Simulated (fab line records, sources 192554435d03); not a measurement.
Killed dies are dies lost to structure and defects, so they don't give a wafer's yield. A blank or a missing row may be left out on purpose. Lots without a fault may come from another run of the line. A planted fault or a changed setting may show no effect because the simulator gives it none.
Problem report in the 8D (eight disciplines) form, filled by code | flow n5_finfet | the parts of the form that need people (team, actions taken, sign-off) are left out

1. THE PROBLEM
VIA_MOL_THK at N5_MOL_CONTACT_COAG_THK_MEAS_53 reads a mean of 48.0 nm on 3 wafers of 2 lots; wafers without a fault read 44.0 nm with a standard deviation of 0.73. That is +5.4 standard deviations from the usual mean.
First seen on wafer L396.4, day 9 22:50, on film_metro-01. The record holds 26 wafers of 10 lots with a number at this step. Rule for "out", or "out of limits": more than 4 standard deviations from the usual mean. The other wafers with a number count as sound.

2. WHAT IT IS AND WHAT IT IS NOT
question                    | is                     | is not
which readings at this step | VIA_MOL_THK            | -
which lots                  | L396, L397             | L378, L379, L380, L384, L387, L389, L390, L392
which wafers of those lots  | L396.4, L396.5, L397.4 | L397.1
read on which gauges        | film_metro-01          | film_metro-02
when                        | from day 9 22:50       | up to then (22 sound wafers); but 1 sound wafer of L397 came after

3. SUSPECTS, AND WHAT RULES EACH OUT
Counting: a tool at a process step up to the reading stays a suspect if it ran every lot that is out. Sound lots after the first of them don't rule it out here, since some wafers of a struck lot are sound.
- the gauge at N5_MOL_CONTACT_COAG_THK_MEAS_53: kept. All the wafers that are out were read on film_metro-01, and no step on other tools shows them out.
- pecvd-04 at N5_MOL_CONTACT_COAG_PECVD_31 (deposits SiO2 from TEOS/O2, target thk 46 nm, time 8.9 s): kept. It ran every lot that is out, first L396 (day 9 18:46); its last sound lot up to then is L389 (day 8 03:16).
Left after counting: pecvd-04 at N5_MOL_CONTACT_COAG_PECVD_31, film_metro-01 at N5_MOL_CONTACT_COAG_THK_MEAS_53.

4. THE CAUSE (what the simulator had put in)
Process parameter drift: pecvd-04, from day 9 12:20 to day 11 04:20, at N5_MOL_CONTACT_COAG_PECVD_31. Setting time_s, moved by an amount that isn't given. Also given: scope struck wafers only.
Counting left 2 suspects, and this tool is among them.

5. THE CHAIN OF EFFECTS, in route order
Each row: a reading whose mean over the struck wafers that have a number lies more than 3 standard deviations from the usual. Only readings for which the record gives a usual standard deviation are gone through. hours: the time from each lot's start at the first step in this table that gives one to its start at this step, as a median over the lots. sigmas: the change in usual standard deviations.
hours | step                            | reading     | usual   | on struck wafers | change | sigmas
0     | N5_MOL_CONTACT_COAG_THK_MEAS_53 | VIA_MOL_THK | 44.0 nm | 48.0             | +4.0   | +5.4
Later measuring or inspecting steps at which every struck wafer that the step has a row for has a number for every such reading, and none has moved that far: N5_BEOL_M4_RC_MEAS_101.

6. WHAT WOULD HAVE CAUGHT IT SOONER
In this record the first reading out of limits at a measuring or inspecting step was taken at day 9 22:50, 10 hours after the fault began at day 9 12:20.
All the lots that are out (2) had begun N5_MOL_CONTACT_COAG_PECVD_31 on pecvd-04 by day 9 22:50. A hold on the tool at that time would have spared none of them.
